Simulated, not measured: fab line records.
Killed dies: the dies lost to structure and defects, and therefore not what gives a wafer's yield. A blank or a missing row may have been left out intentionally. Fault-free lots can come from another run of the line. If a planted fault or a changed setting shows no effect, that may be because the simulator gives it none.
Matching of chambers + flow n5 finfet + rie diel-01 running N5_MOL_CONTACT_COAG_STRIP_72: 4 sister chambers
The step strips in N2/H2. 4 wafers are shown with their chamber, then 9 later ones without.

## WAFERS WITH THEIR CHAMBER
| wafer  | chamber | drypump motor current A (A) |
|--------|---------|-----------------------------|
| L090.2 | 2       | 6.3                         |
| L092.1 | 0       | 5.4                         |
| L092.2 | 1       | 6.1                         |
| L092.4 | 3       | 5.3                         |

## WAFERS MISSING THEIR CHAMBER
| wafer  | drypump motor current A (A) |
|--------|-----------------------------|
| L093.1 | 6.1                         |
| L093.3 | 5.5                         |
| L093.4 | 6.4                         |
| L095.2 | 5.3                         |
| L095.4 | 5.5                         |
| L095.5 | 5.3                         |
| L096.1 | 5.5                         |
| L096.4 | 5.3                         |
| L096.5 | 6.4                         |

## THE CHAMBER EACH PASSED THROUGH
| wafer  | from the rows above     | in truth |
|--------|-------------------------|----------|
| L093.1 | 1                       | 1        |
| L093.3 | can't be placed: 0 or 3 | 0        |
| L093.4 | 2                       | 2        |
| L095.2 | can't be placed: 3 or 0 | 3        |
| L095.4 | can't be placed: 0 or 3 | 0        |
| L095.5 | can't be placed: 3 or 0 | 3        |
| L096.1 | can't be placed: 0 or 3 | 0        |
| L096.4 | can't be placed: 3 or 0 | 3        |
| L096.5 | 2                       | 2        |
Correct placement for 3 of the 9. Unplaceable from these rows: 6, with the true chamber sitting among the candidates in 6. Placed wrongly: 0.
How it was worked out, from the rows above alone: a wafer's distance from a chamber is the root of the sum, over the readings, of the square of ((its reading less the chamber's mean) divided by the reading's scatter). The wafer belongs to the nearest chamber; if the next one is less than 2 further off, it can't be placed. A chamber's mean is the mean of its shown wafers. The scatter (one wafer shown for each chamber): square how far every hidden wafer sits from the nearest shown wafer, average those squares and take the square root.
